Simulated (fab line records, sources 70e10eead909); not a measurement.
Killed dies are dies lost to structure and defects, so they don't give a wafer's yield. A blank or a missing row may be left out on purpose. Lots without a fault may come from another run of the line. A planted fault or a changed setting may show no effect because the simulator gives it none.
Which tool did it? | flow nand_harc | 15 lots, 43 wafers sampled, at 5 steps of a route of 1302

WHAT THE GAUGES READ, wafer by wafer
NHARC_A_SOURCE_PLATE_THK_MEAS_09: measures by ellipsometry. Usual: thk_nm 9.6 nm, standard deviation 0.91.
lot  | measured     | on            | thk_nm (nm)   | flag
L684 | day 7 16:02  | film_metro-02 | 10.9 8.3 10.5 |
L683 | day 7 16:02  | film_metro-01 | 7.6 9.2 10.6  |
L685 | day 8 09:14  | film_metro-02 | 7.1 9.2 9.7   |
L687 | day 9 02:21  | film_metro-02 | 9.4 10.1 10.2 |
L689 | day 9 16:15  | film_metro-01 | 8.4 9.0 10.3  |
L690 | day 10 00:43 | film_metro-01 | 9.0 11.0 10.4 |
L691 | day 10 10:17 | film_metro-01 | 9.6 9.8 11.3  |
L692 | day 10 22:18 | film_metro-02 | 8.1 8.4 8.7   |
L694 | day 11 16:34 | film_metro-02 | 8.9 9.7 9.6   |
L695 | day 12 02:12 | film_metro-01 | 9.4 10.1 10.1 |
L696 | day 13 03:23 | film_metro-01 | 9.3 9.6       |
L698 | day 13 03:24 | film_metro-01 | 9.4 8.9 7.6   |
L699 | day 13 23:22 | film_metro-02 | 9.8 10.2      |
L704 | day 15 21:58 | film_metro-02 | 9.1 9.6 9.7   |
L706 | day 16 20:29 | film_metro-01 | 9.5 8.8 11.7  |

NHARC_A_ONON_D1_THK_MEAS_24: measures by ellipsometry. Usual: thk_nm 999 nm, standard deviation 7.1.
lot  | measured     | on            | thk_nm (nm)    | flag
L684 | day 8 21:33  | film_metro-02 | 992 991 992    |
L683 | day 8 21:35  | film_metro-02 | 1015 1017 1014 |
L685 | day 9 11:51  | film_metro-01 | 1004 1004 1004 |
L687 | day 9 23:51  | film_metro-01 | 1005 1003 1004 |
L689 | day 10 17:12 | film_metro-01 | 1008 1008 1009 |
L690 | day 11 02:40 | film_metro-01 | 1003 999 1002  |
L691 | day 11 16:37 | film_metro-01 | 1008 1011 1010 |
L692 | day 12 00:29 | film_metro-01 | 994 991 993    |
L694 | day 12 18:52 | film_metro-02 | 994 992 991    |
L695 | day 13 03:15 | film_metro-02 | 1003 1004 1002 |
L696 | day 14 08:17 | film_metro-01 | 1004 1003      |
L698 | day 14 07:56 | film_metro-01 | 995 995 994    |
L699 | day 15 00:13 | film_metro-01 | 993 992        |
L704 | day 16 20:26 | film_metro-01 | 1006 1008 1005 |
L706 | day 17 22:48 | film_metro-01 | 1005 1005 1005 |

NHARC_A_ONON_D1_THK_MEAS_27: measures by ellipsometry. Usual: thk_nm 997 nm, standard deviation 7.6.
lot  | measured     | on            | thk_nm (nm)    | flag
L684 | day 8 22:07  | film_metro-01 | 1005 1007 1005 |
L683 | day 8 22:10  | film_metro-02 | 996 997 1000   |
L685 | day 9 12:25  | film_metro-02 | 1010 1012 1010 |
L687 | day 10 00:25 | film_metro-02 | 992 994 992    |
L689 | day 10 17:46 | film_metro-01 | 998 998 999    |
L690 | day 11 03:15 | film_metro-02 | 992 993 993    |
L691 | day 11 17:11 | film_metro-02 | 992 992 989    |
L692 | day 12 01:03 | film_metro-02 | 986 984 987    |
L694 | day 12 19:26 | film_metro-01 | 1005 1004 1004 |
L695 | day 13 03:49 | film_metro-02 | 1004 1005 1005 |
L696 | day 14 08:51 | film_metro-02 | 999 1557       | OFF
L698 | day 14 08:29 | film_metro-02 | 992 994 1551   | OFF
L699 | day 15 00:46 | film_metro-02 | 984 1542       | OFF
L704 | day 16 21:00 | film_metro-01 | 1008 1008 1007 |
L706 | day 17 23:22 | film_metro-01 | 988 988 986    |

NHARC_END_SORT_01. Usual: killed_at_array 59, standard deviation 17; killed_at_other 0.9, standard deviation 1.6; killed_at_periphery 3.7, standard deviation 2.3; killed_dies 64, standard deviation 17; killed_open 3.3, standard deviation 1.8; killed_short 2.4, standard deviation 1.6.
lot  | measured     | on        | killed_at_array | killed_at_other | killed_at_periphery | killed_dies | killed_open | killed_short | flag
L684 | day 25 13:22 | prober-02 | 43 36 49        | 0 0 0           | 3 3 2               | 46 39 51    | 4 3 3       | 1 1 1        |
L683 | day 25 01:37 | prober-01 | 55 47 47        | 0 1 0           | 2 6 1               | 57 54 48    | 4 5 6       | 2 1 1        |
L685 | day 25 21:01 | prober-01 | 43 47 40        | 0 0 0           | 2 3 1               | 45 50 41    | 3 2 0       | 1 5 3        |
L687 | day 25 21:14 | prober-02 | 39 50 36        | 0 1 0           | 4 2 5               | 43 53 41    | 5 4 2       | 3 4 4        |
L689 | day 26 19:43 | prober-01 | 47 50 54        | 2 1 1           | 3 3 3               | 52 54 58    | 3 9 8       | 1 2 4        |
L690 | day 26 19:40 | prober-02 | 47 63 59        | 5 4 8           | 2 2 3               | 54 69 70    | 4 2 5       | 4 2 2        |
L691 | day 27 20:43 | prober-02 | 39 73 67        | 0 0 0           | 6 9 10              | 45 82 77    | 1 3 3       | 0 5 2        |
L692 | day 28 19:49 | prober-01 | 67 78 67        | 5 2 1           | 6 3 7               | 78 83 75    | 3 5 3       | 3 1 4        |
L694 | day 29 05:31 | prober-02 | 74 98 84        | 1 1 2           | 0 3 0               | 75 102 86   | 3 3 3       | 2 5 8        |
L695 | day 30 04:32 | prober-02 | 71 55 78        | 0 0 0           | 4 4 4               | 75 59 82    | 2 2 2       | 2 3 3        |
L696 | day 30 04:33 | prober-01 | 61 675          | 0 0             | 4 2                 | 65 677      | 3 3         | 4 0          | OFF
L698 | day 30 20:09 | prober-01 | 85 82 668       | 0 0 0           | 1 3 9               | 86 85 677   | 4 1 2       | 2 7 2        | OFF
L699 | day 30 18:48 | prober-02 | 58 676          | 0 0             | 5 1                 | 63 677      | 3 2         | 2 2          | OFF
L704 | day 32 20:30 | prober-01 | 80 66 83        | 1 0 0           | 3 8 7               | 84 74 90    | 7 6 6       | 5 2 6        |
L706 | day 33 19:35 | prober-02 | 66 76 68        | 1 0 2           | 1 4 3               | 68 80 73    | 2 8 1       | 3 6 2        |

WHICH TOOL RAN EACH LOT (tool, then ch and the chambers of the sampled wafers, then the start)
lot  | NHARC_A_ONON_D1_DEP_25
L684 | pecvd_onon-04 ch 0, day 8 21:37
L683 | pecvd_onon-03 ch 0, day 8 21:46
L685 | pecvd_onon-02 ch 0, day 9 11:55
L687 | pecvd_onon-02 ch 0, day 9 23:55
L689 | pecvd_onon-04 ch 0, day 10 17:16
L690 | pecvd_onon-02 ch 0, day 11 02:44
L691 | pecvd_onon-02 ch 0, day 11 16:40
L692 | pecvd_onon-02 ch 0, day 12 00:35
L694 | pecvd_onon-04 ch 0, day 12 18:59
L695 | pecvd_onon-02 ch 0, day 13 03:19
L696 | pecvd_onon-02 ch 0, day 14 08:20
L698 | pecvd_onon-02 ch 0, day 14 07:59
L699 | pecvd_onon-02 ch 0, day 15 00:16
L704 | pecvd_onon-04 ch 0, day 16 20:29
L706 | pecvd_onon-02 ch 0, day 17 22:51
- NHARC_A_ONON_D1_DEP_25: target thk 1000 nm.

WHAT THE TOOLS THEMSELVES READ (means of the sampled wafers that have a number; where no wafer has one, the mark that the record gives instead)
The record holds no such reading with a usual standard deviation.

THE ANSWER, worked out from the rows above alone
Rule: a lot is off if the mean of its wafers that have a number lies more than 3 standard deviations from the usual mean. A lot without any number at a reading at which 4 lots or more have one is off too. The other lots that the step has rows for count as sound. The gauges are gone through in route order, then the tools' own readings, and for those a lot's mean is taken as printed above. The first step at which some lot is off is used, and at that step the reading that is off furthest; a lot without a number counts as furthest.
Off: L696, L698, L699, at NHARC_A_ONON_D1_THK_MEAS_27 (thk_nm).
A tool fits if, at a process step before that reading, it ran every lot that is off, and no sound lot after the first of them. The gauges at NHARC_A_ONON_D1_THK_MEAS_27 aren't tried: what is off there is off at NHARC_END_SORT_01 too, on other tools, and a gauge's error can't cause that. None of those tried fits.

WHAT THE SIMULATOR HAD PUT IN
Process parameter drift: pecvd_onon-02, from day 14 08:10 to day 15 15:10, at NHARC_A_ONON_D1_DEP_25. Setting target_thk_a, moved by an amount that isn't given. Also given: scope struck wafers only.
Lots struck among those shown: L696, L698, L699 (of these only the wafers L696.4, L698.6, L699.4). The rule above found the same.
